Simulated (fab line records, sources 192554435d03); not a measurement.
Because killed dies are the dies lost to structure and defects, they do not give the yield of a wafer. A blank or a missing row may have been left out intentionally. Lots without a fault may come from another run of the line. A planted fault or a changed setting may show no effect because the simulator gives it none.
fab line records | flow n5_finfet
record: lots: 24 wafers: 72 last_day: 19
route steps=1938 shown BEOL_M5@1175 BEOL_M6@1211
lots with no fault: from the same line, run without faults
start_h: start of the lot's first displayed wafer, in hours after the record's first day | wait_h: hours since the lot's step before | " identical to the entry in the row above | L1.1+2: one row covering several wafers at once | - no value, or no start given | * or withheld: withheld | < > ~ a bound
route shown NAME@n: names a module that has steps shown in the file, with the first one's number in the route | usual: mean/standard deviation taken from wafers without a fault | same: alike in all rows | chamber/n: place in a boat | sites: each site's reading | _std_site: standard deviation across them | _edge_site: the outer-site mean with the inner-site mean subtracted | radius_mm: how far each site lies from the wafer's centre | mask NAME#n: copy n | behind: the last tool/chamber to shape the wafer | hold: cause of the lot's hold/its duration in hours/its outcome | device: which transistor (n, p or np) failed to switch | end of line: the route-end tests of the same wafers | for a step that has no rows: nothing shown but its recipe | killed: dies lost to structure and defects at the first sort, not the wafer's yield | map: dies across one wafer; x = killed, . = not, _ = none there
set.NAME: the setting that was run; set.NAME@STEP: the one run at that earlier step | model.NAME: the simulator's own value behind a step, which no gauge read
a sample of lots followed through the steps of the route, with each step as a table and each wafer as a row
services: the hour from which a tool's chamber was out of use, counted from the record's first day as start_h (under 0 if before that day), plus the number of hours and why
== steps ==
step: N5_BEOL_M5_SPUTTER_48
recipe: material: Cu target_thk_a: 150 temp_c: -20 chamber_pressure_pa: 0.07 power_w: withheld time_s: 27.62
usual: chuck_sensor_temp_C: -15.90/0.26 throttle_valve_pct: 29.9/1
columns lot.wafer tool chamber start_h wait_h chuck_sensor_temp_C throttle_valve_pct
L074.1 pvd_sputter-01 - 171.65 0.2 -16.01 31.3
L074.3 " - " " -16.12 30.3
L074.5 " - " " -16.18 30.5
L076.3 pvd_sputter-02 - 180.48 0.1 -15.92 29.2
L076.4 " - " " -16.06 30.4
L076.6 " - " " -15.41 29.1
L075.2 pvd_sputter-01 - 181.93 0.1 -15.85 29.8
L075.4 " - " " -16.00 30.1
L075.5 " - " " -16.27 30.2
L077.2 pvd_sputter-03 - 189.51 0.1 -15.95 28.9
L077.4 " - " " -16.47 31.3
L077.5 " - " " -15.48 28.5
L078.1 pvd_sputter-01 - 192.27 0.1 -16.14 30.3
L078.3 " - " " -16.00 29.7
L078.5 " - " " -15.91 31.5
L079.1 pvd_sputter-01 - 198.97 0.2 -15.91 30.1
L079.2 " - " " -15.89 30.1
L079.6 " - " " -16.03 30.4
L080.2 pvd_sputter-03 - 204.80 0.2 -15.48 28.2
L080.3 " - " " -16.48 31.2
L080.4 " - " " -15.92 30.8
L082.2 pvd_sputter-01 - 207.95 0.1 -15.98 30.1
L082.3 " - " " -15.99 31.5
L082.4 " - " " -15.77 30.2
L081.2 pvd_sputter-03 - 212.32 0.1 -16.46 31.0
L081.3 " - " " -15.94 28.8
L081.5 " - " " -15.94 30.8
L083.1 pvd_sputter-02 - 213.86 0.2 -16.01 30.4
L083.2 " - " " -15.43 29.4
L083.4 " - " " -15.95 29.2
L084.1 pvd_sputter-03 - 219.54 0.1 -16.05 29.0
L084.2 " - " " -15.91 30.9
L084.4 " - " " -15.37 28.3
L088.2 pvd_sputter-02 - 290.24 0.1 -15.27 29.2
L088.3 " - " " -16.08 30.7
L088.5 " - " " -15.95 28.4
L095.2 pvd_sputter-01 - 295.29 0.1 -16.00 30.4
L095.5 " - " " -15.96 30.0
L095.6 " - " " -16.21 30.6
L094.3 pvd_sputter-02 - 299.28 0.1 -15.97 28.7
L094.4 " - " " -15.31 29.1
L094.5 " - " " -15.51 29.3
L085.2 pvd_sputter-03 - 303.69 0.4 -16.40 31.2
L085.4 " - " " -15.87 30.9
L085.6 " - " " -16.41 31.2
L090.1 pvd_sputter-02 - 304.49 0.2 -16.23 30.5
L090.3 " - " " -16.06 29.1
L090.6 " - " " -15.84 28.4
L089.3 pvd_sputter-02 - 310.85 0.1 -15.36 29.0
L089.5 " - " " -15.74 28.5
L089.6 " - " " -16.22 29.1
L092.2 pvd_sputter-03 - 313.58 0.1 -15.97 30.8
L092.4 " - " " -16.11 31.3
L092.6 " - " " -15.91 28.9
L091.1 pvd_sputter-01 - 319.84 0.1 -16.01 30.1
L091.2 " - " " -16.03 31.5
L091.3 " - " " -15.69 30.3
L087.1 pvd_sputter-01 - 326.21 0.1 -15.75 30.1
L087.2 " - " " -16.09 30.3
L087.3 " - " " -15.89 30.0
L096.1 pvd_sputter-02 - 329.83 0.1 -15.83 28.2
L096.4 " - " " -16.01 29.5
L096.5 " - " " -15.97 30.5
L093.2 pvd_sputter-03 - 330.13 0.1 -15.94 30.7
L093.3 " - " " -15.49 28.5
L093.6 " - " " -15.98 28.7
L086.3 pvd_sputter-03 - 338.59 0.1 -15.89 30.9
L086.4 " - " " -15.84 28.7
L086.5 " - " " -16.07 30.8
L097.1 pvd_sputter-01 - 347.70 1.2 -16.10 30.5
L097.3 " - " " -15.82 30.1
L097.6 " - " " -16.12 30.4
step: N5_BEOL_M5_ANNEAL_49
recipe: temp_c: 400 time_s: 1800 ambient: vacuum
usual: heater_power_w: 834/47
columns lot.wafer tool chamber start_h wait_h heater_power_w
L074.1 pvd_sputter-01 - 171.73 0.0 751
L074.3 " - " " 810
L074.5 " - " " 827
L076.3 pvd_sputter-02 - 180.56 0.0 873
L076.4 " - " " 772
L076.6 " - " " 804
L075.2 pvd_sputter-01 - 182.01 0.0 778
L075.4 " - " " 862
L075.5 " - " " 841
L077.2 pvd_sputter-03 - 189.59 0.0 882
L077.4 " - " " 831
L077.5 " - " " 889
L078.1 pvd_sputter-01 - 192.35 0.0 810
L078.3 " - " " 834
L078.5 " - " " 740
L079.1 pvd_sputter-01 - 199.05 0.0 802
L079.2 " - " " 876
L079.6 " - " " 836
L080.2 pvd_sputter-03 - 204.88 0.0 894
L080.3 " - " " 815
L080.4 " - " " 884
L082.2 pvd_sputter-01 - 208.03 0.0 877
L082.3 " - " " 751
L082.4 " - " " 795
L081.2 pvd_sputter-03 - 212.40 0.0 807
L081.3 " - " " 869
L081.5 " - " " 891
L083.1 pvd_sputter-02 - 213.94 0.0 778
L083.2 " - " " 774
L083.4 " - " " 848
L084.1 pvd_sputter-03 - 219.62 0.0 893
L084.2 " - " " 887
L084.4 " - " " 902
L088.2 pvd_sputter-02 - 290.32 0.0 791
L088.3 " - " " 795
L088.5 " - " " 819
L095.2 pvd_sputter-01 - 295.37 0.0 813
L095.5 " - " " 868
L095.6 " - " " 822
L094.3 pvd_sputter-02 - 299.36 0.0 792
L094.4 " - " " 777
L094.5 " - " " 765
L085.2 pvd_sputter-03 - 303.77 0.0 811
L085.4 " - " " 914
L085.6 " - " " 812
L090.1 pvd_sputter-02 - 304.57 0.0 776
L090.3 " - " " 891
L090.6 " - " " 815
L089.3 pvd_sputter-02 - 310.93 0.0 793
L089.5 " - " " 798
L089.6 " - " " 876
L092.2 pvd_sputter-03 - 313.66 0.0 894
L092.4 " - " " 826
L092.6 " - " " 866
L091.1 pvd_sputter-01 - 319.92 0.0 819
L091.2 " - " " 761
L091.3 " - " " 819
L087.1 pvd_sputter-01 - 326.29 0.0 783
L087.2 " - " " 828
L087.3 " - " " 866
L096.1 pvd_sputter-02 - 329.91 0.0 820
L096.4 " - " " 858
L096.5 " - " " 787
L093.2 pvd_sputter-03 - 330.21 0.0 902
L093.3 " - " " 871
L093.6 " - " " 889
L086.3 pvd_sputter-03 - 340.67 2.0 904
L086.4 " - " " 880
L086.5 " - " " 927
L097.1 pvd_sputter-01 - 347.78 0.0 804
L097.3 " - " " 803
L097.6 " - " " 827
step: N5_BEOL_M5_ANNEAL_84
recipe: temp_c: 400 time_s: 1800 ambient: vacuum
usual: heater_power_w: 834/47
columns lot.wafer tool chamber start_h wait_h heater_power_w
L074.1 pvd_sputter-01 - 173.90 0.0 758
L074.3 " - " " 828
L074.5 " - " " 837
L076.3 pvd_sputter-02 - 182.73 0.0 861
L076.4 " - " " 786
L076.6 " - " " 797
L075.2 pvd_sputter-01 - 184.18 0.0 786
L075.4 " - " " 850
L075.5 " - " " 831
L077.2 pvd_sputter-03 - 191.77 0.0 885
L077.4 " - " " 815
L077.5 " - " " 903
L078.1 pvd_sputter-01 - 194.52 0.0 838
L078.3 " - " " 872
L078.5 " - " " 758
L079.1 pvd_sputter-01 - 201.23 0.0 802
L079.2 " - " " 879
L079.6 " - " " 804
L080.2 pvd_sputter-03 - 207.06 0.0 905
L080.3 " - " " 808
L080.4 " - " " 899
L082.2 pvd_sputter-01 - 210.20 0.0 877
L082.3 " - " " 740
L082.4 " - " " 801
L081.2 pvd_sputter-03 - 214.57 0.0 797
L081.3 " - " " 884
L081.5 " - " " 885
L083.1 pvd_sputter-02 - 216.11 0.0 787
L083.2 " - " " 770
L083.4 " - " " 852
L084.1 pvd_sputter-03 - 221.79 0.0 884
L084.2 " - " " 922
L084.4 " - " " 902
L088.2 pvd_sputter-02 - 292.50 0.0 787
L088.3 " - " " 793
L088.5 " - " " 819
L095.2 pvd_sputter-01 - 297.54 0.0 786
L095.5 " - " " 861
L095.6 " - " " 814
L094.3 pvd_sputter-02 - 301.53 0.0 837
L094.4 " - " " 774
L094.5 " - " " 789
L085.2 pvd_sputter-03 - 305.95 0.0 826
L085.4 " - " " 904
L085.6 " - " " 823
L090.1 pvd_sputter-02 - 306.74 0.0 785
L090.3 " - " " 857
L090.6 " - " " 803
L089.3 pvd_sputter-02 - 313.11 0.0 792
L089.5 " - " " 824
L089.6 " - " " 840
L092.2 pvd_sputter-03 - 315.83 0.0 875
L092.4 " - " " 815
L092.6 " - " " 894
L091.1 pvd_sputter-01 - 322.09 0.0 822
L091.2 " - " " 744
L091.3 " - " " 795
L087.1 pvd_sputter-01 - 328.46 0.0 805
L087.2 " - " " 823
L087.3 " - " " 863
L093.2 pvd_sputter-03 - 332.38 0.0 899
L093.3 " - " " 870
L093.6 " - " " 889
L096.1 pvd_sputter-02 - 335.65 0.0 827
L096.4 " - " " 855
L096.5 " - " " 779
L086.3 pvd_sputter-03 - 342.84 0.0 902
L086.4 " - " " 878
L086.5 " - " " 903
L097.1 pvd_sputter-01 - 349.95 0.0 827
L097.3 " - " " 816
L097.6 " - " " 845
step: N5_BEOL_M5_THK_MEAS_53
recipe: thk_meas_gauge: xrf reads: Cu_of_BEOL_M5_ECD_50
usual: M5_THK: 61.4/1.5
columns lot.wafer tool chamber start_h wait_h M5_THK[nm]
L074.1 film_metro-01 - 176.79 - 62.3
L074.3 " - " " 61.8
L074.5 " - " " 63.0
L076.3 film_metro-02 - 185.62 - 60.9
L076.4 " - " " 59.8
L076.6 " - " " 60.3
L075.2 film_metro-01 - 187.44 - 59.8
L075.4 " - " " 60.1
L075.5 " - " " 58.8
L077.2 film_metro-01 - 194.92 - 63.2
L077.4 " - " " 61.2
L077.5 " - " " 60.6
L078.1 film_metro-01 - 197.41 - 58.5
L078.3 " - " " 59.5
L078.5 " - " " 62.9
L079.1 film_metro-02 - 205.40 - 61.0
L079.2 " - " " 62.6
L079.6 " - " " 61.4
L080.2 film_metro-01 - 210.05 - 62.1
L080.3 " - " " 59.8
L080.4 " - " " 62.3
L082.2 film_metro-01 - 213.11 - 61.4
L082.3 " - " " 61.4
L082.4 " - " " 61.1
L081.2 film_metro-01 - 217.49 - 61.7
L081.3 " - " " 58.9
L081.5 " - " " 60.8
L083.1 film_metro-02 - 219.14 - 60.0
L083.2 " - " " 62.3
L083.4 " - " " 61.1
L084.1 film_metro-01 - 225.30 - 60.6
L084.2 " - " " 59.6
L084.4 " - " " 57.1
L088.2 film_metro-01 - 295.43 - 60.6
L088.3 " - " " 62.7
L088.5 " - " " 61.1
L095.2 film_metro-01 - 300.44 - 58.3
L095.5 " - " " 60.5
L095.6 " - " " 62.5
L094.3 film_metro-02 - 304.76 - 61.2
L094.4 " - " " 60.7
L094.5 " - " " 62.4
L085.2 film_metro-02 - 308.83 - 60.0
L085.4 " - " " 62.0
L085.6 " - " " 58.8
L090.1 film_metro-01 - 309.71 - 60.0
L090.3 " - " " 61.4
L090.6 " - " " 59.4
L089.3 film_metro-02 - 315.99 - 62.3
L089.5 " - " " 64.3
L089.6 " - " " 60.2
L092.2 film_metro-02 - 318.72 - 62.2
L092.4 " - " " 63.8
L092.6 " - " " 62.5
L091.1 film_metro-02 - 325.41 - 60.6
L091.2 " - " " 60.7
L091.3 " - " " 61.4
L087.1 film_metro-02 - 331.36 - 60.7
L087.2 " - " " 63.2
L087.3 " - " " 62.2
L093.2 film_metro-01 - 335.27 - 64.9
L093.3 " - " " 62.5
L093.6 " - " " 59.7
L096.1 film_metro-02 - 338.54 - 62.5
L096.4 " - " " 63.7
L096.5 " - " " 64.4
L086.3 film_metro-02 - 345.98 - 61.1
L086.4 " - " " 65.5
L086.5 " - " " 62.9
L097.1 film_metro-01 - 352.84 - 63.3
L097.3 " - " " 62.1
L097.6 " - " " 60.9
step: N5_BEOL_M6_ETCH_61
recipe: chemistry: CF4 target: SiARC target_depth_a: 455 mask_material: CAR-ArF time_s: 75.8 ion_energy_ev: 80 pressure_mtorr: 40 source_w: 545 bias_w: 36 Ar_flow_sccm: 100 cf4_flow_sccm: 100 ends: cleared
usual: drypump_motor_current_A: 6.0/0.37 etch_rf_on_time_s: 75.7/2.6 oes_product_au: 0.68/0.064 rf_vpp_V: 184.3/1.3 showerhead_plenum_p_Torr: 2.16/0.084 throttle_valve_pct: 15.60/0.24
columns lot.wafer tool chamber start_h wait_h drypump_motor_current_A etch_rf_on_time_s oes_product_au rf_hours_counter_h rf_vpp_V showerhead_plenum_p_Torr throttle_valve_pct
L074.1 rie_diel-02 0 179.60 0.0 6.4 77.3 0.61 182 183.8 2.05 15.77
L074.3 " 0 " " 6.4 78.0 0.61 - 184.5 2.05 15.77
L074.5 " 2 " " 6.0 71.8 0.69 - 185.4 2.24 15.53
L076.3 rie_diel-02 2 190.90 0.0 6.0 72.5 0.68 138 184.5 2.24 15.54
L076.4 " 2 " " 6.0 72.4 0.68 - 183.1 2.24 15.54
L076.6 " 0 " " 6.4 78.3 0.60 - 184.2 2.05 15.79
L075.2 rie_diel-03 0 191.16 0.0 5.7 76.2 0.60 242 183.5 2.03 15.91
L075.4 " 2 " " 5.1 80.9 0.59 204 183.7 2.12 15.63
L075.5 " 3 " " 5.4 77.1 0.72 - 186.3 2.25 15.28
L077.2 rie_diel-02 0 198.49 0.0 6.4 77.5 0.60 194 183.3 2.05 15.79
L077.4 " 1 " " 6.2 75.7 0.77 - 184.3 2.27 15.27
L077.5 " 2 " " 6.0 71.4 0.68 - 184.0 2.24 15.55
L078.1 rie_diel-02 1 201.42 0.0 6.2 76.3 0.76 19 185.4 2.27 15.25
L078.3 " 0 " " 6.4 77.8 0.60 195 182.2 2.05 15.81
L078.5 " 1 " " 6.2 76.2 0.76 - 184.6 2.27 15.26
L079.1 rie_diel-02 3 207.91 0.0 6.3 75.7 0.74 49 185.0 2.17 15.52
L079.2 " 2 " " 6.0 72.2 0.68 147 186.3 2.24 15.57
L079.6 " 1 " " 6.2 75.6 0.76 - 185.7 2.27 15.25
L080.2 rie_diel-02 2 211.67 0.0 6.0 71.2 0.68 148 184.2 2.24 15.56
L080.3 " 3 " " 6.4 76.6 0.74 51 185.1 2.17 15.53
L080.4 " 0 " " 6.4 77.5 0.60 200 181.6 2.05 15.81
L082.2 rie_diel-04 1 214.88 0.0 6.3 73.8 0.75 53 184.5 2.19 15.64
L082.3 " 2 " " 6.3 75.9 0.61 214 182.9 2.04 16.11
L082.4 " 3 " " 5.3 71.9 0.76 43 184.3 2.09 15.26
L081.2 rie_diel-03 2 219.11 0.0 5.1 80.6 0.58 215 184.0 2.12 15.65
L081.3 " 3 " " 5.4 77.3 0.70 62 185.2 2.25 15.29
L081.5 " 2 " " 5.1 80.5 0.58 - 184.0 2.12 15.64
L083.1 rie_diel-03 2 221.09 0.0 5.1 80.3 0.58 216 183.9 2.12 15.65
L083.2 " 1 " " 5.9 79.1 0.69 73 185.2 2.19 15.93
L083.4 " 3 " " 5.4 78.1 0.69 - 185.7 2.25 15.30
L084.1 rie_diel-04 2 227.24 0.0 6.3 75.1 0.61 219 182.5 2.04 16.11
L084.2 " 0 " " 6.3 74.5 0.78 28 183.3 2.11 15.33
L084.4 " 1 " " 6.3 74.0 0.75 58 184.1 2.18 15.64
L088.2 rie_diel-02 3 298.59 0.0 6.3 76.5 0.71 83 184.0 2.16 15.60
L088.3 " 0 " " 6.4 77.9 0.58 231 183.4 2.03 15.86
L088.5 " 3 " " 6.3 77.0 0.70 - 185.7 2.16 15.59
L095.2 rie_diel-02 0 302.38 0.0 6.4 77.5 0.58 232 181.7 2.03 15.87
L095.5 " 1 " " 6.2 76.3 0.71 - 185.3 2.25 15.32
L095.6 " 2 " " 6.0 71.3 0.65 - 186.1 2.23 15.62
L094.3 rie_diel-02 0 310.19 0.0 6.4 77.7 0.58 234 183.5 2.03 15.88
L094.4 " 1 " " 6.2 74.8 0.71 58 186.4 2.25 15.33
L094.5 " 0 " " 6.4 77.3 0.58 - 184.6 2.03 15.89
L085.2 rie_diel-02 3 310.63 0.0 6.4 77.6 0.69 86 184.1 2.16 15.60
L085.4 " 2 " " 6.0 72.0 0.65 180 184.3 2.23 15.65
L085.6 " 3 " " 6.3 77.2 0.70 - 185.3 2.16 15.58
L090.1 rie_diel-04 3 311.25 0.0 5.3 72.4 0.72 71 182.5 2.08 15.33
L090.3 " 2 " " 6.3 74.9 0.59 243 183.4 2.03 16.18
L090.6 " 0 " " 6.3 74.0 0.75 - 182.9 2.10 15.39
L089.3 rie_diel-02 3 319.28 0.0 6.4 76.7 0.70 89 184.0 2.16 15.59
L089.5 " 2 " " 6.0 71.7 0.64 - 184.4 2.22 15.63
L089.6 " 1 " " 6.2 75.6 0.71 - 184.1 2.25 15.34
L092.2 rie_diel-02 2 320.34 0.0 6.0 70.9 0.66 183 185.6 2.22 15.63
L092.4 " 3 " " 6.3 76.2 0.70 90 183.8 2.16 15.62
L092.6 " 2 " " 6.0 70.4 0.66 - 183.4 2.22 15.65
L091.1 rie_diel-03 1 329.61 0.0 5.8 79.2 0.66 111 184.8 2.17 16.00
L091.2 " 0 " " 5.6 73.9 0.80 23 185.9 2.28 15.49
L091.3 " 3 " " 5.4 76.5 0.68 99 186.4 2.23 15.38
L087.1 rie_diel-02 3 335.38 0.0 6.3 77.4 0.70 93 183.9 2.16 15.61
L087.2 " 0 " " 6.4 78.7 0.57 240 180.9 2.03 15.89
L087.3 " 2 " " 6.0 72.4 0.64 186 184.9 2.22 15.64
L093.2 rie_diel-03 3 338.65 0.0 5.4 76.6 0.67 102 186.3 2.23 15.38
L093.3 " 1 " " 5.9 79.5 0.65 113 185.0 2.17 16.00
L093.6 " 1 " " 5.9 79.3 0.66 - 184.1 2.17 16.01
L096.1 rie_diel-02 3 343.17 0.0 6.4 77.7 0.69 95 184.9 2.16 15.62
L096.4 " 1 " " 6.2 77.0 0.70 66 184.4 2.25 15.34
L096.5 " 2 " " 6.0 72.3 0.64 - 186.7 2.22 15.65
L086.3 rie_diel-02 0 348.67 0.0 6.4 78.7 0.57 245 182.8 2.03 15.88
L086.4 " 3 " " 6.4 77.2 0.69 98 182.9 2.16 15.61
L086.5 " 0 " " 6.4 77.8 0.57 - 184.0 2.03 15.89
L097.1 rie_diel-04 0 354.56 0.0 6.3 75.1 0.73 63 182.9 2.09 15.42
L097.3 " 3 " " 5.3 72.2 0.71 85 182.5 2.07 15.34
L097.6 " 1 " " 6.3 74.2 0.72 - 183.1 2.17 15.72
step: N5_BEOL_M6_SPUTTER_48
recipe: material: Cu target_thk_a: 100 temp_c: -20 bias_v: 60 power_w: 26000 chamber_pressure_pa: 0.13 time_s: 1.667
usual: chuck_sensor_temp_C: -15.88/0.28 throttle_valve_pct: 29.8/0.97
columns lot.wafer tool chamber start_h wait_h chuck_sensor_temp_C throttle_valve_pct
L074.1 pvd_sputter-02 - 184.91 1.5 -16.11 30.6
L074.3 " - " " -15.47 29.2
L074.5 " - " " -16.01 30.7
L076.3 pvd_sputter-03 - 194.39 0.1 -15.89 30.5
L076.4 " - " " -16.13 28.7
L076.6 " - " " -15.82 28.8
L075.2 pvd_sputter-03 - 194.70 0.1 -15.94 28.8
L075.4 " - " " -16.34 31.3
L075.5 " - " " -16.19 31.2
L077.2 pvd_sputter-02 - 202.34 0.2 -15.47 28.9
L077.4 " - " " -15.96 30.7
L077.5 " - " " -16.11 29.3
L078.1 pvd_sputter-03 - 203.77 0.1 -16.57 31.1
L078.3 " - " " -16.07 31.0
L078.5 " - " " -15.99 30.8
L079.1 pvd_sputter-02 - 210.70 0.1 -16.08 30.6
L079.2 " - " " -15.36 29.0
L079.6 " - " " -15.56 29.1
L080.2 pvd_sputter-01 - 214.30 0.1 -16.28 30.3
L080.3 " - " " -15.89 31.4
L080.4 " - " " -15.80 30.4
L082.2 pvd_sputter-01 - 217.61 0.1 -15.98 31.5
L082.3 " - " " -15.72 30.0
L082.4 " - " " -16.01 30.3
L081.2 pvd_sputter-02 - 221.49 0.1 -15.90 29.2
L081.3 " - " " -15.37 29.0
L081.5 " - " " -15.84 28.4
L083.1 pvd_sputter-02 - 223.50 0.1 -15.91 29.4
L083.2 " - " " -16.11 30.4
L083.4 " - " " -15.93 28.2
L084.1 pvd_sputter-01 - 230.19 0.1 -15.94 31.4
L084.2 " - " " -16.24 30.2
L084.4 " - " " -15.76 30.1
L088.2 pvd_sputter-02 - 303.71 0.2 -16.00 29.2
L088.3 " - " " -16.14 30.7
L088.5 " - " " -16.10 30.4
L095.2 pvd_sputter-01 - 309.39 0.2 -16.39 30.4
L095.5 " - " " -15.93 30.2
L095.6 " - " " -16.14 30.4
L094.3 pvd_sputter-01 - 313.38 0.1 -15.93 31.0
L094.4 " - " " -16.07 30.1
L094.5 " - " " -15.82 31.5
L085.2 pvd_sputter-02 - 315.28 1.7 -15.93 30.6
L085.4 " - " " -16.04 29.3
L085.6 " - " " -15.34 29.2
L090.1 pvd_sputter-01 - 315.34 1.7 -15.74 30.0
L090.3 " - " " -15.71 31.4
L090.6 " - " " -15.99 30.2
L089.3 pvd_sputter-02 - 322.15 0.1 -15.82 28.2
L089.5 " - " " -16.09 30.5
L089.6 " - " " -15.89 28.6
L092.2 pvd_sputter-01 - 324.87 0.1 -15.93 30.0
L092.4 " - " " -16.17 30.2
L092.6 " - " " -15.87 30.0
L091.1 pvd_sputter-02 - 337.87 1.0 -15.88 28.0
L091.2 " - " " -16.14 30.6
L091.3 " - " " -15.48 29.0
L087.1 pvd_sputter-02 - 341.16 1.2 -16.00 29.2
L087.2 " - " " -15.29 28.9
L087.3 " - " " -15.74 28.4
L093.2 pvd_sputter-01 - 344.00 0.2 -15.88 31.3
L093.3 " - " " -16.00 30.2
L093.6 " - " " -15.81 30.1
L096.1 pvd_sputter-02 - 347.85 0.1 -15.53 28.4
L096.4 " - " " -16.01 29.2
L096.5 " - " " -16.14 29.2
L086.3 pvd_sputter-01 - 354.16 0.1 -16.03 30.2
L086.4 " - " " -16.00 30.3
L086.5 " - " " -16.02 30.5
L097.1 pvd_sputter-03 - 358.28 0.3 -16.46 31.4
L097.3 " - " " -15.93 29.0
L097.6 " - " " -16.42 31.2
== services ==
columns tool chamber start_h hours kind
rie_diel-02 1 162.01 21.4 repair
rie_diel-02 3 179.16 26.0 repair
rie_diel-04 - 181.13 14.6 pm
rie_diel-03 0 229.05 - clean
rie_diel-03 0 229.05 - consumable_replace:focus_ring
rie_diel-03 0 229.05 - consumable_replace:showerhead
rie_diel-03 0 229.05 21.1 scheduled_down
rie_diel-03 0 229.05 21.1 vent_cycle
rie_diel-03 - 246.82 1.1 repair
rie_diel-04 0 253.23 8.6 repair
pvd_sputter-01 - 273.00 6.9 repair
rie_diel-04 - 273.54 1.3 repair
pvd_sputter-01 - 303.61 2.6 repair
rie_diel-03 2 318.77 - clean
rie_diel-03 2 318.77 - consumable_replace:focus_ring
rie_diel-03 2 318.77 18.0 scheduled_down
rie_diel-03 2 318.77 18.0 vent_cycle
rie_diel-04 2 335.69 - clean
rie_diel-04 2 335.69 - consumable_replace:focus_ring
rie_diel-04 2 335.69 - consumable_replace:showerhead
rie_diel-04 2 335.69 20.3 scheduled_down
rie_diel-04 2 335.69 20.3 vent_cycle
pvd_sputter-01 - 340.71 0.5 repair
== key ==
fault none
